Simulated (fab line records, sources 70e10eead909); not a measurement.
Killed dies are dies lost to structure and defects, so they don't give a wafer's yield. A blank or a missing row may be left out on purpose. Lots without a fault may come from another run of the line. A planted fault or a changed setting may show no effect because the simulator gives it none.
A struck lot beside a sound one | flow nand_harc | 13 steps out of a route of 1302
Sound: wafers L278.1, L278.2, L278.3. Struck: wafers L292.1, L292.3. (L292.6 of the same lot was not struck and is left out.) The cause comes at the end.
At each step with rows: each side's tool, then ch and its chambers, then its first start. Under that, the readings that differ: sound wafers | struck wafers | difference of the means | sigmas: that difference in standard deviations of wafers without a fault.
alike: readings whose means differ by less than 2 such deviations, and words and numbers that are the same on both sides. not compared: withheld readings, readings that some wafer has no value for, bounds like >300 that may hide the same value, and numbers for which the record gives no deviation and whose values overlap.
The two part at a step that has a row with sigmas, a row that says differs or no value, or rows on one side only. Numbers that don't overlap but have no deviation are shown without sigmas and don't part them. A reading that every wafer of one side lacks parts them only if that side has two wafers or more.

first, 4 steps without rows for these wafers: NHARC_A_STAIRCASE_EXPOSE_214 (exposes mask STAIR 3); NHARC_A_STAIRCASE_PEB_215 (peb time 130 s); NHARC_A_STAIRCASE_DEVELOP_216 (time 140 s); NHARC_A_STAIRCASE_HARDBAKE_218 (time 140 s).
NHARC_A_STAIRCASE_DESCUM_219: chemistry O2, time 3 s.
  sound on rie_diel-03 ch 0,2,3, day 17 16:32; struck on rie_diel-03 ch 2,3, day 24 06:25
  reading                | sound    | struck | difference | sigmas
  rf_hours_counter_h (h) | 40 37 41 | 33 29  | -8         |
  alike: drypump_motor_current_A, oes_product_au, rf_vpp_V, showerhead_plenum_p_Torr, throttle_valve_pct
NHARC_A_STAIRCASE_TRIM_220: chemistry O2, time 211.2 s.
  sound on rie_diel-03 ch 0,2,3, day 17 16:39; struck on rie_diel-03 ch 0,2, day 24 06:31
  reading                | sound    | struck | difference | sigmas
  rf_hours_counter_h (h) | 37 41 40 | 31 29  | -9         |
  alike: drypump_motor_current_A, oes_product_au, rf_vpp_V, run_length_s, showerhead_plenum_p_Torr, throttle_valve_pct
NHARC_A_STAIRCASE_ETCH_221: etches the open film in C4F8/O2, target depth 100 nm, time 40.5 s.
  sound on rie_diel-03 ch 0,2,3; struck on rie_diel-03 ch 2,3
  reading                | sound    | struck | difference | sigmas
  rf_hours_counter_h (h) | 37 41 40 | 33 29  | -8         |
  alike: oes_product_au, rf_vpp_V
then, 1 step without rows for these wafers: NHARC_A_STAIRCASE_TRIM_222 (chemistry O2, time 211.2 s).
NHARC_A_STAIRCASE_ETCH_223: etches the open film in C4F8/O2, target depth 100 nm, time 40.5 s.
  sound on rie_diel-03 ch 0,2,3; struck on rie_diel-03 ch 2,3
  reading                | sound    | struck | difference | sigmas
  rf_hours_counter_h (h) | 37 41 41 | 29 33  | -9         |
  alike: oes_product_au, rf_vpp_V
then, 1 step without rows for these wafers: NHARC_A_STAIRCASE_TRIM_224 (chemistry O2, time 211.2 s).
NHARC_A_STAIRCASE_ETCH_225: etches the open film in C4F8/O2, target depth 100 nm, time 40.5 s.
  sound on rie_diel-03 ch 0,2,3; struck on rie_diel-03 ch 0,1
  reading                | sound    | struck | difference | sigmas
  rf_hours_counter_h (h) | 41 37 41 | 24 31  | -12        |
  alike: oes_product_au, rf_vpp_V
NHARC_A_STAIRCASE_TRIM_226: chemistry O2, time 211.2 s.
  sound on rie_diel-03 ch 0,2,3, day 17 17:38; struck on rie_diel-03 ch 0,1, day 24 07:11
  reading                | sound             | struck      | difference | sigmas
  rf_hours_counter_h (h) | 37 42 41          | 24 31       | -12        |
  run_length_s (s)       | 233.2 232.0 233.0 | 169.3 169.5 | -63.3      | -99 or more
  alike: drypump_motor_current_A, oes_product_au, rf_vpp_V, showerhead_plenum_p_Torr, throttle_valve_pct
then, 1 step without rows for these wafers: NHARC_A_STAIRCASE_ETCH_227 (etches the open film in C4F8/O2, target depth 100 nm, time 40.5 s).

WHERE THEY PART
Only at NHARC_A_STAIRCASE_TRIM_226, within this record.

WHY: what the simulator had put in
Process parameter drift: rie_diel-03, from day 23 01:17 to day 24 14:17, at NHARC_A_STAIRCASE_TRIM_226. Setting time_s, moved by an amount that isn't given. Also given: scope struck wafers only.
